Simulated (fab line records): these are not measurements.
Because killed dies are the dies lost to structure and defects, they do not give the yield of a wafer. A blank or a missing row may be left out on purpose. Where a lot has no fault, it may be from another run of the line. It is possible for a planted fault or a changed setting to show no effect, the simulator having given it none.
Which of the tools did it? / flow nand harc / 11 lots with 33 wafers sampled at 5 steps, on a route of 1159 steps

== WHAT THE GAUGES SHOWED, per wafer ==
NHARC_A_BLC_INSPECT_12. Usual: raw defect count 30, standard deviation 14.
lot=L526; measured=day 17 01:56; on=defect inspect-01; raw defect count=27 27 24; flag=
lot=L527; measured=day 17 18:10; on=defect inspect-01; raw defect count=9 14 10; flag=
lot=L532; measured=day 18 18:01; on=defect inspect-02; raw defect count=18 16 21; flag=
lot=L531; measured=day 19 03:46; on=defect inspect-02; raw defect count=32 37 24; flag=
lot=L539; measured=day 20 08:17; on=defect inspect-02; raw defect count=14 8 8; flag=
lot=L538; measured=day 20 15:33; on=defect inspect-01; raw defect count=48 45 49; flag=
lot=L543; measured=day 21 22:12; on=defect inspect-02; raw defect count=20 16 11; flag=
lot=L544; measured=day 21 22:47; on=defect inspect-02; raw defect count=60 72 57; flag=
lot=L547; measured=day 22 21:01; on=defect inspect-02; raw defect count=59 41 52; flag=
lot=L548; measured=day 23 13:15; on=defect inspect-02; raw defect count=19 25 24; flag=
lot=L549; measured=day 24 12:47; on=defect inspect-01; raw defect count=25 29 27; flag=

NHARC_END_SORT_01. Usual: killed at array 27, standard deviation 11; killed at other 0.6, standard deviation 1; killed at periphery 3.0, standard deviation 2.1; killed dies 31, standard deviation 12; killed open 3.2, standard deviation 1.7; killed short 1.7, standard deviation 1.4.
lot=L526; measured=day 20 06:16; on=prober-01; killed at array=23 23 21; killed at other=1 0 1; killed at periphery=1 2 1; killed dies=25 25 23; killed open=4 3 2; killed short=1 1 1; flag=
lot=L527; measured=day 20 20:02; on=prober-01; killed at array=11 11 9; killed at other=0 0 0; killed at periphery=3 1 3; killed dies=14 12 12; killed open=3 1 6; killed short=0 1 0; flag=
lot=L532; measured=day 21 03:04; on=prober-01; killed at array=20 14 21; killed at other=0 0 0; killed at periphery=4 0 2; killed dies=24 14 23; killed open=4 0 2; killed short=4 1 1; flag=
lot=L531; measured=day 21 17:43; on=prober-02; killed at array=96 31 22; killed at other=1 0 1; killed at periphery=1 4 2; killed dies=98 35 25; killed open=3 4 3; killed short=2 2 4; flag=
lot=L539; measured=day 22 09:09; on=prober-02; killed at array=12 12 10; killed at other=0 0 0; killed at periphery=1 2 2; killed dies=13 14 12; killed open=1 4 3; killed short=1 0 1; flag=
lot=L538; measured=day 22 16:02; on=prober-01; killed at array=42 35 46; killed at other=0 0 0; killed at periphery=4 3 5; killed dies=46 38 51; killed open=4 0 4; killed short=1 0 5; flag=
lot=L543; measured=day 23 22:05; on=prober-02; killed at array=19 19 10; killed at other=1 2 0; killed at periphery=4 5 10; killed dies=24 26 20; killed open=2 2 3; killed short=2 3 1; flag=
lot=L544; measured=day 23 21:19; on=prober-01; killed at array=39 57 46; killed at other=0 0 1; killed at periphery=2 1 3; killed dies=41 58 50; killed open=3 5 4; killed short=1 3 1; flag=
lot=L547; measured=day 25 01:40; on=prober-01; killed at array=54 42 46; killed at other=0 0 0; killed at periphery=2 5 6; killed dies=56 47 52; killed open=2 5 3; killed short=0 1 0; flag=
lot=L548; measured=day 25 12:46; on=prober-02; killed at array=19 23 26; killed at other=1 4 3; killed at periphery=2 1 2; killed dies=22 28 31; killed open=6 0 6; killed short=1 2 0; flag=
lot=L549; measured=day 26 19:52; on=prober-02; killed at array=29 19 19; killed at other=2 2 0; killed at periphery=1 2 2; killed dies=32 23 21; killed open=2 2 2; killed short=3 1 3; flag=

== EACH LOT AND THE TOOL THAT RAN IT (in order: tool; ch and the chambers of the sampled wafers; start) ==
lot=L526; NHARC_A_BLC_DESCUM_15=rie diel-05 ch 0,1, day 17 01:59; NHARC_A_BLC_ETCH_16=rie diel-05 ch 0,1,3, day 17 02:05; NHARC_A_BLC_CVD_24=cvd w-01 ch 0,1, day 20 06:16 or earlier
lot=L527; NHARC_A_BLC_DESCUM_15=rie diel-05 ch 0,1,2, day 17 18:15; NHARC_A_BLC_ETCH_16=rie diel-05 ch 0,1,3, day 17 18:19; NHARC_A_BLC_CVD_24=cvd w-01 ch 0,1, day 20 20:02 or earlier
lot=L532; NHARC_A_BLC_DESCUM_15=rie diel-05 ch 0,1,3, day 18 18:05; NHARC_A_BLC_ETCH_16=rie diel-05 ch 2,3, day 18 18:10; NHARC_A_BLC_CVD_24=cvd w-02 ch 1, day 21 03:04 or earlier
lot=L531; NHARC_A_BLC_DESCUM_15=rie diel-05 ch 0,3, day 19 03:49; NHARC_A_BLC_ETCH_16=rie diel-05 ch 0,1,2, day 19 04:07; NHARC_A_BLC_CVD_24=cvd w-02 ch 0,1, day 21 17:43 or earlier
lot=L539; NHARC_A_BLC_DESCUM_15=rie diel-11 ch 0,1,2, day 20 08:22; NHARC_A_BLC_ETCH_16=rie diel-11 ch 1,2, day 20 08:29; NHARC_A_BLC_CVD_24=cvd w-01 ch 0,1, day 22 09:09 or earlier
lot=L538; NHARC_A_BLC_DESCUM_15=rie diel-06 ch 0,1,3, day 20 15:37; NHARC_A_BLC_ETCH_16=rie diel-06 ch 1,2, day 20 15:42; NHARC_A_BLC_CVD_24=cvd w-01 ch 0,1, day 22 16:02 or earlier
lot=L543; NHARC_A_BLC_DESCUM_15=rie diel-06 ch 0,1,2, day 21 22:16; NHARC_A_BLC_ETCH_16=rie diel-06 ch 1,2,3, day 21 22:21; NHARC_A_BLC_CVD_24=cvd w-01 ch 0,1, day 23 22:05 or earlier
lot=L544; NHARC_A_BLC_DESCUM_15=rie diel-11 ch 1,2,3, day 21 22:52; NHARC_A_BLC_ETCH_16=rie diel-11 ch 1,2,3, day 21 22:56; NHARC_A_BLC_CVD_24=cvd w-01 ch 0,1, day 23 21:19 or earlier
lot=L547; NHARC_A_BLC_DESCUM_15=rie diel-11 ch 2,3, day 22 21:04; NHARC_A_BLC_ETCH_16=rie diel-11 ch 1,3, day 22 21:10; NHARC_A_BLC_CVD_24=cvd w-02 ch 0,1, day 25 01:40 or earlier
lot=L548; NHARC_A_BLC_DESCUM_15=rie diel-06 ch 0,1, day 23 13:19; NHARC_A_BLC_ETCH_16=rie diel-06 ch 0,2, day 23 13:24; NHARC_A_BLC_CVD_24=cvd w-02 ch 0,1, day 25 12:46 or earlier
lot=L549; NHARC_A_BLC_DESCUM_15=rie diel-05 ch 1,3, day 24 12:51; NHARC_A_BLC_ETCH_16=rie diel-05 ch 0,2,3, day 24 12:56; NHARC_A_BLC_CVD_24=cvd w-02 ch 0,1, day 26 19:52 or earlier
- NHARC_A_BLC_DESCUM_15: chemistry O2, time 3 s.
- NHARC_A_BLC_ETCH_16: etches the open film in CF4, target depth 39 nm, time 65 s.
- NHARC_A_BLC_CVD_24: deposits W, target thk 150 nm, time 434 s.

== AS READ BY THE TOOLS THEMSELVES (means over the sampled wafers that have a number; for cases with no such wafer, the mark the record gives instead) ==
NHARC_A_BLC_DESCUM_15. Usual: drypump motor current A 6.0 A, standard deviation 0.46; oes product au 1.005 a.u., standard deviation 0.0096; rf vpp V 57.9 V, standard deviation 0.99; showerhead plenum p Torr 1.94 Torr, standard deviation 0.09; throttle valve pct 11.311 %, standard deviation 0.0096.
lot=L526; tool=rie diel-05; drypump motor current A (A)=5.4; oes product au (a.u.)=1.008; rf vpp V (V)=57.0; showerhead plenum p Torr (Torr)=1.83; throttle valve pct (%)=11.303; flag=
lot=L527; tool=rie diel-05; drypump motor current A (A)=5.8; oes product au (a.u.)=0.991; rf vpp V (V)=58.0; showerhead plenum p Torr (Torr)=1.91; throttle valve pct (%)=11.309; flag=
lot=L532; tool=rie diel-05; drypump motor current A (A)=5.8; oes product au (a.u.)=1.007; rf vpp V (V)=57.5; showerhead plenum p Torr (Torr)=1.92; throttle valve pct (%)=11.311; flag=
lot=L531; tool=rie diel-05; drypump motor current A (A)=5.6; oes product au (a.u.)=1.009; rf vpp V (V)=56.7; showerhead plenum p Torr (Torr)=1.87; throttle valve pct (%)=11.308; flag=
lot=L539; tool=rie diel-11; drypump motor current A (A)=5.7; oes product au (a.u.)=1.003; rf vpp V (V)=57.9; showerhead plenum p Torr (Torr)=1.95; throttle valve pct (%)=11.309; flag=
lot=L538; tool=rie diel-06; drypump motor current A (A)=6.0; oes product au (a.u.)=0.993; rf vpp V (V)=57.3; showerhead plenum p Torr (Torr)=1.97; throttle valve pct (%)=11.317; flag=
lot=L543; tool=rie diel-06; drypump motor current A (A)=5.9; oes product au (a.u.)=1.006; rf vpp V (V)=57.7; showerhead plenum p Torr (Torr)=1.93; throttle valve pct (%)=11.314; flag=
lot=L544; tool=rie diel-11; drypump motor current A (A)=5.7; oes product au (a.u.)=1.006; rf vpp V (V)=58.1; showerhead plenum p Torr (Torr)=1.87; throttle valve pct (%)=11.313; flag=
lot=L547; tool=rie diel-11; drypump motor current A (A)=6.1; oes product au (a.u.)=1.010; rf vpp V (V)=57.9; showerhead plenum p Torr (Torr)=1.83; throttle valve pct (%)=11.307; flag=
lot=L548; tool=rie diel-06; drypump motor current A (A)=5.7; oes product au (a.u.)=1.002; rf vpp V (V)=57.6; showerhead plenum p Torr (Torr)=1.96; throttle valve pct (%)=11.310; flag=
lot=L549; tool=rie diel-05; drypump motor current A (A)=6.0; oes product au (a.u.)=1.009; rf vpp V (V)=58.2; showerhead plenum p Torr (Torr)=1.96; throttle valve pct (%)=11.317; flag=

NHARC_A_BLC_ETCH_16. Usual: drypump motor current A 5.9 A, standard deviation 0.46; oes product au 1.006 a.u., standard deviation 0.0088; rf vpp V 151.6 V, standard deviation 1.2; showerhead plenum p Torr 1.79 Torr, standard deviation 0.076; throttle valve pct 13.283 %, standard deviation 0.0097.
lot=L526; tool=rie diel-05; drypump motor current A (A)=5.8; oes product au (a.u.)=1.007; rf vpp V (V)=150.7; showerhead plenum p Torr (Torr)=1.77; throttle valve pct (%)=13.281; flag=
lot=L527; tool=rie diel-05; drypump motor current A (A)=5.8; oes product au (a.u.)=1.018; rf vpp V (V)=152.0; showerhead plenum p Torr (Torr)=1.77; throttle valve pct (%)=13.278; flag=
lot=L532; tool=rie diel-05; drypump motor current A (A)=6.3; oes product au (a.u.)=1.005; rf vpp V (V)=152.9; showerhead plenum p Torr (Torr)=1.88; throttle valve pct (%)=13.299; flag=
lot=L531; tool=rie diel-05; drypump motor current A (A)=5.8; oes product au (a.u.)=0.945; rf vpp V (V)=151.1; showerhead plenum p Torr (Torr)=1.77; throttle valve pct (%)=13.283; flag=OFF
lot=L539; tool=rie diel-11; drypump motor current A (A)=5.4; oes product au (a.u.)=1.009; rf vpp V (V)=150.8; showerhead plenum p Torr (Torr)=1.77; throttle valve pct (%)=13.285; flag=
lot=L538; tool=rie diel-06; drypump motor current A (A)=5.8; oes product au (a.u.)=1.013; rf vpp V (V)=151.2; showerhead plenum p Torr (Torr)=1.78; throttle valve pct (%)=13.284; flag=
lot=L543; tool=rie diel-06; drypump motor current A (A)=5.9; oes product au (a.u.)=1.006; rf vpp V (V)=151.7; showerhead plenum p Torr (Torr)=1.80; throttle valve pct (%)=13.284; flag=
lot=L544; tool=rie diel-11; drypump motor current A (A)=5.7; oes product au (a.u.)=0.995; rf vpp V (V)=151.2; showerhead plenum p Torr (Torr)=1.73; throttle valve pct (%)=13.281; flag=
lot=L547; tool=rie diel-11; drypump motor current A (A)=6.1; oes product au (a.u.)=1.012; rf vpp V (V)=151.8; showerhead plenum p Torr (Torr)=1.73; throttle valve pct (%)=13.291; flag=
lot=L548; tool=rie diel-06; drypump motor current A (A)=6.1; oes product au (a.u.)=1.016; rf vpp V (V)=151.4; showerhead plenum p Torr (Torr)=1.76; throttle valve pct (%)=13.279; flag=
lot=L549; tool=rie diel-05; drypump motor current A (A)=5.9; oes product au (a.u.)=1.005; rf vpp V (V)=151.2; showerhead plenum p Torr (Torr)=1.80; throttle valve pct (%)=13.278; flag=

NHARC_A_BLC_CVD_24. Usual: heater power w 517 W, standard deviation 34; mfc wf6 sccm 40.00 sccm, standard deviation 0.11; throttle valve pct 7.78 %, standard deviation 0.2.
lot=L526; tool=cvd w-01; heater power w (W)=491; mfc wf6 sccm (sccm)=40.01; throttle valve pct (%)=7.93; flag=
lot=L527; tool=cvd w-01; heater power w (W)=516; mfc wf6 sccm (sccm)=40.17; throttle valve pct (%)=7.83; flag=
lot=L532; tool=cvd w-02; heater power w (W)=550; mfc wf6 sccm (sccm)=40.01; throttle valve pct (%)=7.70; flag=
lot=L531; tool=cvd w-02; heater power w (W)=536; mfc wf6 sccm (sccm)=39.99; throttle valve pct (%)=7.56; flag=
lot=L539; tool=cvd w-01; heater power w (W)=488; mfc wf6 sccm (sccm)=39.97; throttle valve pct (%)=7.86; flag=
lot=L538; tool=cvd w-01; heater power w (W)=513; mfc wf6 sccm (sccm)=40.00; throttle valve pct (%)=7.86; flag=
lot=L543; tool=cvd w-01; heater power w (W)=526; mfc wf6 sccm (sccm)=40.01; throttle valve pct (%)=7.81; flag=
lot=L544; tool=cvd w-01; heater power w (W)=532; mfc wf6 sccm (sccm)=40.06; throttle valve pct (%)=7.92; flag=
lot=L547; tool=cvd w-02; heater power w (W)=536; mfc wf6 sccm (sccm)=39.97; throttle valve pct (%)=7.59; flag=
lot=L548; tool=cvd w-02; heater power w (W)=543; mfc wf6 sccm (sccm)=40.04; throttle valve pct (%)=7.85; flag=
lot=L549; tool=cvd w-02; heater power w (W)=532; mfc wf6 sccm (sccm)=39.98; throttle valve pct (%)=7.77; flag=

== THE ANSWER, worked out from the rows above alone ==
Rule: a lot counts as off when the mean over its wafers that have a number is more than 3 standard deviations away from the usual mean. Also off: a lot with no number at a reading for which 4 or more lots have one. Any other lot the step has rows for is counted as sound. The gauges are gone through in route order, then the tools' own readings, and for those a lot's mean is taken as printed above. The first step at which some lot is off is used, and at that step the reading that is off furthest; a lot without a number counts as furthest.
Off, at NHARC_A_BLC_ETCH_16 on oes product au: L531.
If a tool, at that step or one of the process steps before it, ran each lot that is off and ran no sound lot following the first of them, it fits. None of those tried fits.

== WHAT WAS PUT IN BY THE SIMULATOR ==
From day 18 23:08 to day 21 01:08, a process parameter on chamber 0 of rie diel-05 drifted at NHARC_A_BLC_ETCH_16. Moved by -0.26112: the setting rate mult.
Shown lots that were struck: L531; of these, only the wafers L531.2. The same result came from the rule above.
